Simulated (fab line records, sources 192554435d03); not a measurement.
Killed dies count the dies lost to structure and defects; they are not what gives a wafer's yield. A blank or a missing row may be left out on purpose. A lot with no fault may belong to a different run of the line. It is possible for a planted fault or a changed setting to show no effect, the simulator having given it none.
Comparing a struck lot with a sound one || flow n5_finfet || 15 steps out of a route of 1938
Sound: the wafers L274.2, L274.3, L274.5. Struck: wafers L269.1, L269.4, L269.5. The cause is given at the end.
Each step with rows lists, per side, the tool, then ch with its chambers, then its first start. Under that, the readings that differ: sound wafers || struck wafers || difference of the means || sigmas: that difference in standard deviations of wafers without a fault.
alike: words and numbers the same on both sides, and readings whose means are apart by under 2 such deviations; not compared: readings that were withheld, readings missing a value for some wafer, numbers with overlapping values and no deviation given by the record, and bounds like >300 which may hide the same value.
A row with sigmas, a row that says differs or no value, or rows on one side alone: a step with any of these is where the two part. When numbers do not overlap yet have no deviation, they are printed without sigmas and do not part them. Lack of a reading on every wafer of one side parts them only where that side has two or more wafers.

N5_BEOL_M1_SPUTTER_92: material Cu, target thk 4.5 nm, time 8.29 s.
  sound on pvd_sputter-03, day 9 21:59; struck on pvd_sputter-02, day 8 22:56
  alike: throttle_valve_pct
N5_BEOL_M1_ANNEAL_93: time 240 s.
  sound on pvd_sputter-03, day 9 22:04; struck on pvd_sputter-02, day 8 23:01
  alike: heater_power_w
then, 1 step without rows for these wafers: N5_BEOL_M1_SPUTTER_94 (material Cu, target thk 4.5 nm, time 8.29 s).
N5_BEOL_M1_ANNEAL_95: time 240 s.
  sound on pvd_sputter-03, day 9 22:17; struck on pvd_sputter-02, day 8 23:14
  alike: heater_power_w
N5_BEOL_M1_SPUTTER_96: material Cu, target thk 4.5 nm, time 8.29 s.
  sound on pvd_sputter-03, day 9 22:25; struck on pvd_sputter-02, day 8 23:23
  alike: throttle_valve_pct
then, 3 steps without rows for these wafers: N5_BEOL_M1_ECD_50 (material Cu, target thk 300 nm); N5_BEOL_M1_ANNEAL_51 (time 90 s); N5_BEOL_M1_CMP_52 (polishes, stops on SiOC, t overpolish 6.8 s, target thk 40 nm).
N5_BEOL_M1_THK_MEAS_53: measures by xrf.
  sound on film_metro-01, day 9 23:12; struck on film_metro-02, day 9 00:10
  alike: M1_THK
N5_BEOL_M1_PRE_CLEAN_60: time 15 s.
  sound on cvd_co-01 ch 0,2, day 9 23:16; struck on cvd_co-01 ch 0,1,2, day 9 00:12
  alike: heater_power_w
then, 2 steps without rows for these wafers: N5_BEOL_M1_CO_CAP_55 (material Co, precursor CCTBA/H2, target thk 2 nm, time 102.1 s); N5_BEOL_M1_PRE_CLEAN_56 (time 15 s).
N5_BEOL_M1_DEP_57: deposits SiCN from 3MS/NH3, target thk 8 nm, time 14 s.
  sound on pecvd-04 ch 0,1,2, day 9 23:25; struck on pecvd-04 ch 0,2, day 9 00:22
  no value came back on the struck wafers for chamber_pressure_Torr (Torr), rf_fwd_power_W (W), showerhead_plenum_p_Torr (Torr), throttle_valve_pct (%); on the sound wafers chamber_pressure_Torr (Torr) reads 2.997 2.998 2.996
N5_BEOL_M4_RC_MEAS_101:
  the record has rows for the sound wafers here (prober-02 ch 0, day 11 05:35) and none for the struck ones
-- the record jumps here: 5 days lie between the struck wafers' starts before and after (it left off in module BEOL_M4 and takes up again in module PASSIVATION, whose first step shown is number 1936 of the route) --
N5_PASSIVATION_PROBE_49:
  only the struck wafers here have rows in the record (prober-02, day 14 05:37); the sound ones have none

## WHERE THEY PART
Earliest at N5_BEOL_M1_DEP_57; latest, in this record, at N5_PASSIVATION_PROBE_49.

WHY: whatever the simulator had introduced
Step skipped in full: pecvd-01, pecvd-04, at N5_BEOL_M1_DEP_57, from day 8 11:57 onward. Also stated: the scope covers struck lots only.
